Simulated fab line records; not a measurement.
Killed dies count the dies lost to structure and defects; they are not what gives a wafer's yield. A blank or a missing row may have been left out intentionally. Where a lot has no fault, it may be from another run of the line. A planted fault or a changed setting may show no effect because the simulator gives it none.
Split-lot study || flow n5 finfet || 21 wafers read from 7 lots, route of 1938 steps

== THE SPLIT ITSELF ==
At N5_BEOL_M7_EXPOSE_25 (exposes mask V6, target cd 40 nm), the setting dose mj was moved away from the recipe's 42.5 on 10 of the 21 wafers read, by -6.7% to +4.9%. For the rest of the wafers, this setting stayed at what the recipe calls for.

== FROM THE SPLIT TO THE READING: what the file shows between them, 2 steps ==
- N5_BEOL_M7_PEB_26: peb time 60 s
- N5_BEOL_M7_DEVELOP_27: develop time 30 s

== THE READING ==
Shown in nm: cd nm at N5_BEOL_M7_CD_MEAS_28, with target cd 40 nm. Typical for fault-free wafers on this fab line: 40.06 nm, with standard deviation 0.24 nm.

{"wafer": "L074.3", "tool, chamber at the split": "euv scanner-01, 0", "dose mj as run": 42.5, "against the recipe": "recipe", "cd nm, nm": 40.09, "against lot-mates on the recipe": "-"}
{"wafer": "L074.4", "tool, chamber at the split": "euv scanner-01, 0", "dose mj as run": 42.5, "against the recipe": "recipe", "cd nm, nm": 40.07, "against lot-mates on the recipe": "-"}
{"wafer": "L074.6", "tool, chamber at the split": "euv scanner-01, 0", "dose mj as run": 42.5, "against the recipe": "recipe", "cd nm, nm": 40.17, "against lot-mates on the recipe": "-"}
{"wafer": "L075.2", "tool, chamber at the split": "euv scanner-01, 0", "dose mj as run": 42.5, "against the recipe": "recipe", "cd nm, nm": 39.67, "against lot-mates on the recipe": "-"}
{"wafer": "L075.3", "tool, chamber at the split": "euv scanner-01, 0", "dose mj as run": 39.67, "against the recipe": "-6.7%", "cd nm, nm": 38.47, "against lot-mates on the recipe": -1.20}
{"wafer": "L075.5", "tool, chamber at the split": "euv scanner-01, 0", "dose mj as run": 39.67, "against the recipe": "-6.7%", "cd nm, nm": 38.48, "against lot-mates on the recipe": -1.19}
{"wafer": "L083.2", "tool, chamber at the split": "euv scanner-02, 0", "dose mj as run": 43.75, "against the recipe": "+2.9%", "cd nm, nm": 40.82, "against lot-mates on the recipe": "+0.36"}
{"wafer": "L083.3", "tool, chamber at the split": "euv scanner-02, 0", "dose mj as run": 42.5, "against the recipe": "recipe", "cd nm, nm": 40.46, "against lot-mates on the recipe": "-"}
{"wafer": "L083.4", "tool, chamber at the split": "euv scanner-02, 0", "dose mj as run": 43.75, "against the recipe": "+2.9%", "cd nm, nm": 40.44, "against lot-mates on the recipe": -0.02}
{"wafer": "L088.2", "tool, chamber at the split": "euv scanner-01, 0", "dose mj as run": 42.5, "against the recipe": "recipe", "cd nm, nm": 40.20, "against lot-mates on the recipe": "-"}
{"wafer": "L088.3", "tool, chamber at the split": "euv scanner-01, 0", "dose mj as run": 42.5, "against the recipe": "recipe", "cd nm, nm": 40.11, "against lot-mates on the recipe": "-"}
{"wafer": "L088.5", "tool, chamber at the split": "euv scanner-01, 0", "dose mj as run": 42.5, "against the recipe": "recipe", "cd nm, nm": 39.96, "against lot-mates on the recipe": "-"}
{"wafer": "L091.3", "tool, chamber at the split": "euv scanner-01, 0", "dose mj as run": 43.58, "against the recipe": "+2.5%", "cd nm, nm": 40.50, "against lot-mates on the recipe": "+0.37"}
{"wafer": "L091.4", "tool, chamber at the split": "euv scanner-01, 0", "dose mj as run": 42.5, "against the recipe": "recipe", "cd nm, nm": 40.13, "against lot-mates on the recipe": "-"}
{"wafer": "L091.5", "tool, chamber at the split": "euv scanner-01, 0", "dose mj as run": 43.58, "against the recipe": "+2.5%", "cd nm, nm": 40.44, "against lot-mates on the recipe": "+0.31"}
{"wafer": "L096.1", "tool, chamber at the split": "euv scanner-01, 0", "dose mj as run": 42.5, "against the recipe": "recipe", "cd nm, nm": 39.80, "against lot-mates on the recipe": "-"}
{"wafer": "L096.2", "tool, chamber at the split": "euv scanner-01, 0", "dose mj as run": 44.57, "against the recipe": "+4.9%", "cd nm, nm": 41.13, "against lot-mates on the recipe": "+1.33"}
{"wafer": "L096.3", "tool, chamber at the split": "euv scanner-01, 0", "dose mj as run": 44.57, "against the recipe": "+4.9%", "cd nm, nm": 41.33, "against lot-mates on the recipe": "+1.53"}
{"wafer": "L097.2", "tool, chamber at the split": "euv scanner-01, 0", "dose mj as run": 40.63, "against the recipe": "-4.4%", "cd nm, nm": 38.97, "against lot-mates on the recipe": -0.93}
{"wafer": "L097.3", "tool, chamber at the split": "euv scanner-01, 0", "dose mj as run": 42.5, "against the recipe": "recipe", "cd nm, nm": 39.90, "against lot-mates on the recipe": "-"}
{"wafer": "L097.4", "tool, chamber at the split": "euv scanner-01, 0", "dose mj as run": 40.63, "against the recipe": "-4.4%", "cd nm, nm": 39.27, "against lot-mates on the recipe": -0.63}

THE FIT
A straight line over all 21 wafers: cd nm changes by +0.225 nm for each +1% of dose mj; r = +0.97; the points scatter about the line by 0.19 nm.
The same after taking each lot's own level away (the mean of its wafers on the recipe; 21 wafers): +0.192 nm for each +1%; r = +0.94; scatter 0.23 nm.
According to that fit, moving dose mj by its largest amount changes the reading by 1.3 nm.
Across the lots, their own levels run from 39.670 to 40.460 nm, a range of 3.3 times the standard deviation given above.
So the lot-to-lot level changes the slope: the two fits differ.
Check: with one of the wafers moved furthest among these (-6.7%) left out of the fit, the line predicts -1.3 nm for it against its lot-mates. It came out at -1.2 nm against them.

== ADDITIONAL SPLITS CARRIED BY THESE WAFERS ==
These wafers also went through other splits before the reading. Each is held against what the fit with the lots' levels taken away leaves over:
{"other split on the same wafers": "N5_BEOL_M6_ETCH_66 bias w", "wafers away from the commonest value": 3, "r with cd nm (lot level and that fit taken away)": -0.06}

== THE WHOLE CHAIN: every reading that the file lists as answering this split, in the file's order ==
{"step": "N5_BEOL_M7_CD_MEAS_28", "what it does": "target cd 40 nm", "reading": "cd nm", "change (the file's fit)": "+0.192 nm for each +1% of the setting", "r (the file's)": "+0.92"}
{"step": "N5_BEOL_M7_DESCUM_33", "what it does": "chemistry O2, time 7 s", "reading": "BEOL_M7.cd nm (the simulator's own value, which no gauge read)", "change (the file's fit)": "+0.197 nm for each +1% of the setting", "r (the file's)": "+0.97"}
{"step": "N5_BEOL_M7_ETCH_66", "what it does": "etches SOC in N2/H2, target depth 80 nm, overetch 16 nm, time 120 s", "reading": "BEOL_M7.cd nm (the simulator's own value, which no gauge read)", "change (the file's fit)": "+0.189 nm for each +1% of the setting", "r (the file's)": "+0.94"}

== FILE'S OWN FIT ==
cd nm changes by +0.192 nm for each +1% of dose mj, r = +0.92.
